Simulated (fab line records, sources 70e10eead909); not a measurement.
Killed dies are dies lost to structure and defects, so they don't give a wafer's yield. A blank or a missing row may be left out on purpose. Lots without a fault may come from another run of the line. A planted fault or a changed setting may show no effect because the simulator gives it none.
Problem report in the 8D (eight disciplines) form, filled by code | flow nand_harc | the parts of the form that need people (team, actions taken, sign-off) are left out

1. THE PROBLEM
killed_at_array at NHARC_END_SORT_01 reads a mean of 471 on 1 wafer of 1 lot; wafers without a fault read 26 with a standard deviation of 11. That is +40 standard deviations from the usual mean.
First seen on wafer L611.5, day 22 09:57, on prober-02. The record holds 3 wafers of 1 lot with a number at this step. Rule for "out", or "out of limits": more than 4 standard deviations from the usual mean. The other wafers with a number count as sound.

2. WHAT IT IS AND WHAT IT IS NOT
question                    | is                           | is not
which readings at this step | killed_at_array, killed_dies | killed_at_other, killed_at_periphery, killed_open, killed_short
which lots                  | L611                         | -
which wafers of those lots  | L611.5                       | L611.2, L611.6
read on which gauges        | prober-02                    | -
when                        | from day 22 09:57            | up to then (1 sound wafer); but 1 sound wafer of L611 came after

3. SUSPECTS, AND WHAT RULES EACH OUT
Counting: a tool at a process step up to the reading stays a suspect if it ran every lot that is out. Sound lots after the first of them don't rule it out here, since some wafers of a struck lot are sound.
- the gauge at NHARC_END_SORT_01: kept. All the wafers that are out were read on prober-02, and no step on other tools shows them out.
- rie_diel-05 at NHARC_A_SGD_CUT_ETCH_16 (etches the open film in C4F8/O2/Ar, target depth 310.5 nm, time 155.2 s): kept. It ran the lot that is out, L611 (day 17 00:09).
- pecvd-01 at NHARC_THIN_TSV_DEP_47 (deposits SiO2, target thk 200 nm): kept. It ran the lot that is out, L611 (day 21 17:05).
- rie_metal-03 at NHARC_THIN_TSV_ETCH_59 (etches the open film in Cl2/BCl3, target depth 880 nm, time 138.1 s): kept. It ran the lot that is out, L611 (day 21 21:52).
- Within rie_diel-05 at NHARC_A_SGD_CUT_ETCH_16: the wafers that are out ran in chamber 0; their sound lot-mates ran in chamber 1.
Left after counting: rie_diel-05 at NHARC_A_SGD_CUT_ETCH_16, pecvd-01 at NHARC_THIN_TSV_DEP_47, rie_metal-03 at NHARC_THIN_TSV_ETCH_59, prober-02 at NHARC_END_SORT_01.

4. THE CAUSE (what the simulator had put in)
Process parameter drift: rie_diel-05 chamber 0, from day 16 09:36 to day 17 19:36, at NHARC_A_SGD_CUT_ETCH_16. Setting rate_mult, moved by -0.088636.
Counting left 4 suspects, and this tool is among them.

5. THE CHAIN OF EFFECTS, in route order
Each row: a reading whose mean over the struck wafers that have a number lies more than 3 standard deviations from the usual. Only readings for which the record gives a usual standard deviation are gone through. hours: the time from each lot's start at the first step in this table that gives one to its start at this step, as a median over the lots. sigmas: the change in usual standard deviations.
hours | step                    | reading         | usual      | on struck wafers | change | sigmas
0     | NHARC_A_SGD_CUT_ETCH_16 | oes_product_au  | 0.980 a.u. | 0.940            | -0.040 | -3.1
130   | NHARC_END_SORT_01       | killed_at_array | 26         | 471              | +445   | +40
130   | NHARC_END_SORT_01       | killed_dies     | 30         | 475              | +445   | +40
The process steps in it:
- NHARC_A_SGD_CUT_ETCH_16: etches the open film in C4F8/O2/Ar, target depth 310.5 nm, time 155.2 s.

6. WHAT WOULD HAVE CAUGHT IT SOONER
In this record the first reading out of limits at a measuring or inspecting step was taken at day 22 09:57, 144 hours after the fault began at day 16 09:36.
Of the tool readings at NHARC_A_SGD_CUT_ETCH_16 for which the record gives a usual standard deviation, none was out on any struck wafer, so an alarm limit of 4 standard deviations on them would not have fired.
All the lots that are out (1) had begun NHARC_A_SGD_CUT_ETCH_16 on rie_diel-05 by day 22 09:57. A hold on the tool at that time would have spared none of them.
